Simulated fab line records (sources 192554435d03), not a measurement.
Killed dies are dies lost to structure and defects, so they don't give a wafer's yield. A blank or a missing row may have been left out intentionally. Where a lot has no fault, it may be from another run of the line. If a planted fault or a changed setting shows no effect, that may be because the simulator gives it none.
Split-lot experiment	flow n5_finfet	on a route of 1938 steps: 7 lots, 21 wafers read

## THE SPLIT
At N5_BEOL_M9_PECVD_70 (deposits SiO2 from TEOS/O2, target thk 20 nm, time 22.7 s), the setting time_s was moved away from the recipe's 22.7 s on 10 of the 21 wafers read, by -11.2% to +14.0%. For the rest of the wafers, this setting stayed at what the recipe calls for.

The reading comes from the split's own step.

## THE READING
SiO2_of_BEOL_M9_PECVD_70.thk_nm (the simulator's own value, which no gauge read), in nm, at N5_BEOL_M9_PECVD_70 (deposits SiO2 from TEOS/O2, target thk 20 nm, time 22.7 s). No usual value for it is given in the file. The 11 wafers here that ran the recipe average 20.1 nm, standard deviation 0.32 nm.

wafer	tool, chamber at the split	time_s as run, s	against the recipe	SiO2_of_BEOL_M9_PECVD_70.thk_nm, nm	against lot-mates on the recipe
L076.2	pecvd-02, 1	22.7	recipe	19.6	-
L076.3	pecvd-02, 2	22.7	recipe	20.2	-
L076.4	pecvd-02, 1	25.87	+14.0%	23	+3.1
L078.2	pecvd-01, 2,0	22.7	recipe	20.2	-
L078.3	pecvd-01, 2,0	22.7	recipe	20.2	-
L078.5	pecvd-01, 2	22.7	recipe	20.6	-
L080.1	pecvd-03, 2	21.77	-4.1%	19	no lot-mate on the recipe
L080.2	pecvd-03, 0	21.77	-4.1%	18.8	no lot-mate on the recipe
L080.3	pecvd-03, 1	21.77	-4.1%	19.2	no lot-mate on the recipe
L083.1	pecvd-03, 0	22.7	recipe	19.6	-
L083.3	pecvd-03, 1	20.15	-11.2%	17.6	-2.3
L083.6	pecvd-03, 1	22.7	recipe	20.2	-
L084.2	pecvd-02, 0,1	21.36	-5.9%	18.8	no lot-mate on the recipe
L084.3	pecvd-02, 0,1	21.36	-5.9%	18.8	no lot-mate on the recipe
L084.4	pecvd-02, 0	21.36	-5.9%	19.2	no lot-mate on the recipe
L086.2	pecvd-02, 2	22.7	recipe	19.6	-
L086.4	pecvd-02, 1	22.7	recipe	20	-
L086.6	pecvd-02, 2	25.44	+12.1%	22.2	+2.4
L097.3	pecvd-02, 1	22.7	recipe	20.2	-
L097.5	pecvd-02, 1	24.11	+6.2%	21.6	+1.3
L097.6	pecvd-02, 0	22.7	recipe	20.4	-
Where a row lists several chambers, the file gives one row for several wafers and doesn't say which wafer went through which chamber.

THE FIT
A straight line over all 21 wafers: SiO2_of_BEOL_M9_PECVD_70.thk_nm changes by +0.207 nm for each +1% of time_s; r = +0.97; the points scatter about the line by 0.3 nm.
The same after taking each lot's own level away (the mean of its wafers on the recipe; 15 wafers): +0.21 nm for each +1%; r = +0.99; scatter 0.22 nm.
The reading moves by 2.9 nm for the largest change in time_s, on that fit.
From 19.80 to 20.33 nm: that is the span of the lots' own levels, equal to 1.7 times the standard deviation above.
The two slopes are in agreement: the lot-to-lot level therefore moves the slope only a little.
Check: with one of the wafers moved furthest among these (+14.0%) left out of the fit, the line predicts +2.83 nm for it against its lot-mates. Against them it came out at +3.1 nm.

## THE OTHER SPLITS THESE WAFERS WENT THROUGH
Note: prior to the reading, these wafers also went through further splits. Each is held against what the fit with the lots' levels taken away leaves over:
other split on the same wafers	wafers away from the commonest value	r with SiO2_of_BEOL_M9_PECVD_70.thk_nm (lot level and that fit taken away)
N5_BEOL_M8_ETCH_65 source_w	8	-0.01

## FILE'S OWN FIT
SiO2_of_BEOL_M9_PECVD_70.thk_nm changes by +0.21 nm for each +1% of time_s, r = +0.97.
